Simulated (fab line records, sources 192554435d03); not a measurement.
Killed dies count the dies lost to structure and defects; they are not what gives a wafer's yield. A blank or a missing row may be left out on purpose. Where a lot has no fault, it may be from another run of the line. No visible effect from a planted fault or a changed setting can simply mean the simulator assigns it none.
Which tool was responsible? ; flow n5_finfet ; Sampling: 10 lots, 30 wafers, 5 of 1938 route steps

== WHAT EACH GAUGE READ, for each wafer ==
N5_ZERO_LAYER_INSPECT_20: inspects for defects (darkfield). Usual: 34 for raw_defect_count, sd 14.
lot;measured;on;raw_defect_count;flag
L453;day 1 13:25;defect_inspect-02;52 46 24;
L454;day 1 19:15;defect_inspect-02;40 32 31;
L456;day 2 07:16;defect_inspect-02;17 35 36;
L457;day 2 13:23;defect_inspect-02;47 39 43;
L463;day 4 01:34;defect_inspect-01;29 38 28;
L467;day 5 01:16;defect_inspect-02;45 35 26;
L468;day 5 07:28;defect_inspect-02;21 39 42;
L469;day 5 13:35;defect_inspect-02;60 16 53;
L471;day 6 01:23;defect_inspect-02;71 42 24;
L476;day 7 07:23;defect_inspect-02;41 39 26;

N5_WELL_APT_CD_MEAS_08: the cd target is 200 nm. Usual: 201.0 nm for cd_nm, sd 1.1.
lot;measured;on;cd_nm (nm);flag
L453;day 1 13:43;cd_sem-03;202.1 203.1 202.4;
L454;day 1 19:34;cd_sem-01;199.6 200.3 202.4;
L456;day 2 07:34;cd_sem-03;203.0 202.4 202.6;
L457;day 2 13:49;cd_sem-02;201.5 203.6 201.1;
L463;day 4 02:00;cd_sem-02;199.9 198.3 200.3;
L467;day 5 01:41;cd_sem-03;200.3 199.3 198.2;
L468;day 5 07:54;cd_sem-02;201.6 201.4 200.7;
L469;day 5 13:54;cd_sem-03;200.4 199.5 199.7;
L471;day 6 01:49;cd_sem-01;201.1 202.7 200.6;
L476;day 7 07:41;cd_sem-03;200.2 198.8 199.5;

N5_BEOL_M4_RC_MEAS_101. Usual: CJ_N 4.34, standard deviation 0.071; DIBL_N 36.3 mV/V, standard deviation 1; DIBL_P 36.2 mV/V, standard deviation 1.4; IOFF_N 0.157 nA/um, standard deviation 0.021; IOFF_P 0.206 nA/um, standard deviation 0.025; ION_N 673 uA/um, standard deviation 9; ION_P 461 uA/um, standard deviation 6.4; SS_N 71.5 mV/dec, standard deviation 0.5; SS_P 73.2 mV/dec, standard deviation 0.47; VT_N 249.9 mV, standard deviation 2.4; VT_P -250.6 mV, standard deviation 2.9.
lot;measured;on;CJ_N;DIBL_N (mV/V);DIBL_P (mV/V);IOFF_N (nA/um);IOFF_P (nA/um);ION_N (uA/um);ION_P (uA/um);SS_N (mV/dec);SS_P (mV/dec);VT_N (mV);VT_P (mV);flag
L453;day 8 00:16;prober-01;4.39 4.35 4.29;35.0 35.3 35.6;35.5 34.7 35.7;0.131 0.128 0.131;0.174 0.170 0.179;674 664 665;456 452 456;71.2 71.7 70.8;72.7 73.0 72.5;252.7 252.4 254.0;-254.4 -255.1 -254.1;
L454;day 8 05:33;prober-01;4.38 4.25 4.32;35.3 37.3 34.9;34.4 37.2 34.2;0.136 0.170 0.129;0.177 0.217 0.175;671 682 668;462 467 461;70.8 71.2 70.1;73.1 74.0 73.2;250.8 248.2 250.4;-251.1 -250.9 -252.8;
L456;day 8 05:05;prober-02;4.29 4.32 4.29;36.7 34.9 36.6;35.9 34.3 36.5;0.175 0.153 0.190;0.204 0.182 0.208;683 679 689;460 466 462;71.6 71.4 71.7;73.8 73.2 74.1;249.0 250.8 248.7;-251.3 -252.4 -253.0;
L457;day 9 11:14;prober-01;4.25 4.20 4.24;35.1 36.8 36.6;35.5 37.4 37.1;0.132 0.159 0.158;0.191 0.221 0.216;675 679 679;465 471 464;70.5 71.0 71.9;72.7 73.3 72.9;252.1 246.7 248.5;-252.4 -248.8 -251.5;
L463;day 9 23:08;prober-02;4.26 4.26 4.30;35.7 37.5 35.7;34.6 36.7 34.4;0.132 0.153 0.135;0.177 0.205 0.174;668 664 659;458 458 456;71.7 71.8 71.9;72.9 73.6 72.6;250.7 251.9 251.5;-251.9 -251.3 -251.5;
L467;day 11 11:57;prober-01;4.90 4.88 4.94;36.4 36.6 35.9;36.7 36.7 34.8;0.183 0.197 0.165;0.259 0.271 0.233;684 685 680;470 475 471;71.7 71.6 71.0;73.0 72.9 72.7;247.6 243.9 247.6;-244.2 -244.8 -248.5;OFF
L468;day 11 23:32;prober-02;4.38 4.39 4.34;35.6 37.0 36.3;35.0 35.2 35.1;0.139 0.150 0.145;0.220 0.224 0.217;666 671 661;466 462 462;71.5 71.8 71.1;72.8 73.1 72.9;251.5 250.7 251.4;-247.1 -247.0 -247.4;
L469;day 11 15:38;prober-01;4.87 5.01 4.90;36.3 37.7 36.2;35.7 37.5 35.4;0.138 0.163 0.134;0.199 0.228 0.196;663 664 657;454 463 456;71.2 71.3 71.0;73.1 73.5 73.1;250.3 250.0 250.9;-250.1 -248.1 -253.0;OFF
L471;day 12 07:06;prober-01;4.35 4.40 4.41;37.3 37.6 36.7;38.0 38.4 36.6;0.173 0.181 0.157;0.249 0.255 0.226;690 685 674;471 480 466;72.1 72.4 72.5;73.8 73.7 72.7;249.4 245.4 247.9;-244.6 -244.6 -248.5;
L476;day 13 18:34;prober-02;4.32 4.30 4.30;36.6 37.6 36.7;39.0 40.5 38.5;0.183 0.208 0.187;0.210 0.230 0.207;688 697 686;469 462 462;71.7 71.7 72.0;73.4 73.7 73.4;246.7 247.3 246.2;-247.7 -248.8 -249.5;

== WHICH TOOL RAN EACH LOT (tool, then ch and the chambers of the sampled wafers, then the start) ==
lot;N5_ZERO_LAYER_PECVD_02;N5_WELL_APT_IMPLANT_32
L453;pecvd-02 ch 0,1,2, day 1 12:17;implanter-01 ch 0, day 1 15:15
L454;pecvd-01 ch 0,1,2, day 1 18:17;implanter-02 ch 0, day 1 21:17
L456;pecvd-03 ch 1,2, day 2 06:17;implanter-01 ch 0, day 2 09:04
L457;pecvd-02 ch 1,2, day 2 12:17;implanter-02 ch 0, day 2 15:38
L463;pecvd-03 ch 0,1, day 4 00:19;implanter-01 ch 0, day 4 03:39
L467;pecvd-02 ch 0,2, day 5 00:17;implanter-01 ch 0, day 5 03:13
L468;pecvd-02 ch 0,1, day 5 06:28;implanter-02 ch 0, day 5 09:25
L469;pecvd-01 ch 1,2, day 5 12:17;implanter-01 ch 0, day 5 16:00
L471;pecvd-01 ch 1,2, day 6 00:17;implanter-02 ch 0, day 6 04:05
L476;pecvd-02 ch 0,1,2, day 7 06:17;implanter-02 ch 0, day 7 09:10
- N5_ZERO_LAYER_PECVD_02: deposits SiO2 from SiH4/N2O, target thk 10 nm, time 6 s.
- N5_WELL_APT_IMPLANT_32

== WHAT THE TOOLS THEMSELVES READ (means of the sampled wafers that have a number; where no wafer has one, the mark that the record gives instead) ==
N5_ZERO_LAYER_PECVD_02. Usual: chamber_pressure_Torr 0.7499 Torr, standard deviation 0.0019; heater_power_w 782 W, standard deviation 110; showerhead_plenum_p_Torr 8.08 Torr, standard deviation 0.15.
lot;tool;chamber_pressure_Torr (Torr);heater_power_w (W);showerhead_plenum_p_Torr (Torr);flag
L453;pecvd-02;0.7508;720;7.97;
L454;pecvd-01;0.7502;817;8.07;
L456;pecvd-03;0.7513;698;8.25;
L457;pecvd-02;0.7511;708;7.95;
L463;pecvd-03;0.7516;743;8.36;
L467;pecvd-02;0.7479;625;7.98;
L468;pecvd-02;0.7485;714;7.97;
L469;pecvd-01;0.7488;927;8.06;
L471;pecvd-01;0.7504;938;8.05;
L476;pecvd-02;0.7507;729;7.97;

N5_WELL_APT_IMPLANT_32. Usual: dose_ions_cm2 1.9999e+13, standard deviation 2.1e+10; faraday_current_uA 254, standard deviation 4.9.
lot;tool;dose_ions_cm2;faraday_current_uA;flag
L453;implanter-01;2.0000e+13;254;
L454;implanter-02;1.9991e+13;252;
L456;implanter-01;2.0011e+13;256;
L457;implanter-02;2.0007e+13;255;
L463;implanter-01;1.9992e+13;256;
L467;implanter-01;2.5708e+13;326;OFF
L468;implanter-02;2.0012e+13;257;
L469;implanter-01;2.5670e+13;329;OFF
L471;implanter-02;1.9985e+13;246;
L476;implanter-02;1.9974e+13;255;

== THE ANSWER, worked out from the rows above alone ==
Rule: take the mean of a lot's wafers that have a number; if it is more than 3 standard deviations from the usual mean, the lot is off. Also off: a lot with no number at a reading for which 4 or more lots have one. The other lots that the step has rows for count as sound. The gauges are gone through in route order, then the tools' own readings, and for those a lot's mean is taken as printed above. At the first step where some lot is off, the reading lying furthest off is the one used; lots without a number count as furthest.
Off: L467, L469, seen at N5_BEOL_M4_RC_MEAS_101 (CJ_N).
If a tool, at a process step before that reading, ran all the lots that are off and no sound lot after the first of them, it fits. Not tried: the gauges at N5_BEOL_M4_RC_MEAS_101; whatever is off there is also off at N5_WELL_APT_IMPLANT_32, on other tools, and gauge error can't account for it. One candidate fits, namely implanter-01 at N5_WELL_APT_IMPLANT_32. Its last sound lot is L463 (day 4 03:39), its first lot that is off L467 (day 5 03:13): a fault that began between those two fits.
The tool's own readings at N5_WELL_APT_IMPLANT_32 bear it out: on the lots that are off they differ by more than 5 times the standard deviation of the sound lots' means. dose_ions_cm2 reads 2.5689e+13 there against 1.9996e+13 on the sound lots; faraday_current_uA reads 328 there against 254 on the sound lots.

== WHAT HAD BEEN PUT IN BY THE SIMULATOR ==
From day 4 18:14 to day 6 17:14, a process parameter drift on implanter-01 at N5_WELL_APT_IMPLANT_32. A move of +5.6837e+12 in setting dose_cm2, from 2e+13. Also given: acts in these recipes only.
Lots struck among those shown: L467, L469. Same finding as the rule above.
